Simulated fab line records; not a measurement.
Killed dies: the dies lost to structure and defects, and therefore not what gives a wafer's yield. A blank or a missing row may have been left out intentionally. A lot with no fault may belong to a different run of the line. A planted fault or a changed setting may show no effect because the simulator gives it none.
Chamber matching :: flow n5-finfet :: pecvd-01 running N5_BEOL_M10_ILD_DEP_00: 3 sister chambers
The step deposits SiCOH lowk from DEMS/porogen, target thk 308.51 nm, time 58 s. 3 wafers are shown with their chamber, then 7 later ones without.

## WAFERS WITH THEIR CHAMBER
wafer: L084.5
chamber: 0
throttle-valve-pct (%): 13.9

wafer: L090.1
chamber: 1
throttle-valve-pct (%): 13.3

wafer: L090.2
chamber: 2
throttle-valve-pct (%): 12.6

## WAFERS WITH NO CHAMBER GIVEN
wafer: L090.3
throttle-valve-pct (%): 14.1

wafer: L090.4
throttle-valve-pct (%): 12.7

wafer: L090.5
throttle-valve-pct (%): 14.0

wafer: L090.6
throttle-valve-pct (%): 13.7

wafer: L093.2
throttle-valve-pct (%): 14.1

wafer: L093.5
throttle-valve-pct (%): 12.7

wafer: L093.6
throttle-valve-pct (%): 13.4

## THE CHAMBER EACH PASSED THROUGH
wafer: L090.3
from the rows above: 0
in truth: 0

wafer: L090.4
from the rows above: 2
in truth: 2

wafer: L090.5
from the rows above: 0
in truth: 0

wafer: L090.6
from the rows above: can't be placed: 0 or 1
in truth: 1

wafer: L093.2
from the rows above: 0
in truth: 0

wafer: L093.5
from the rows above: 2
in truth: 2

wafer: L093.6
from the rows above: 1
in truth: 1
6 of 7 placed correctly. From these rows, 1 cannot be placed; in 1 the true chamber is one of the candidates. Number placed wrongly: 0.
How it was worked out, from the rows above alone: a wafer's distance from a chamber is the root of the sum, over the readings, of the square of ((its reading less the chamber's mean) divided by the reading's scatter). If the next closest chamber is less than 2 further off than the closest, the wafer can't be placed; otherwise it belongs to the closest. For every chamber, the mean is computed from those of its wafers that are shown. The scatter: root of mean squared gap, hidden wafer to nearest shown wafer, with one shown wafer a chamber.
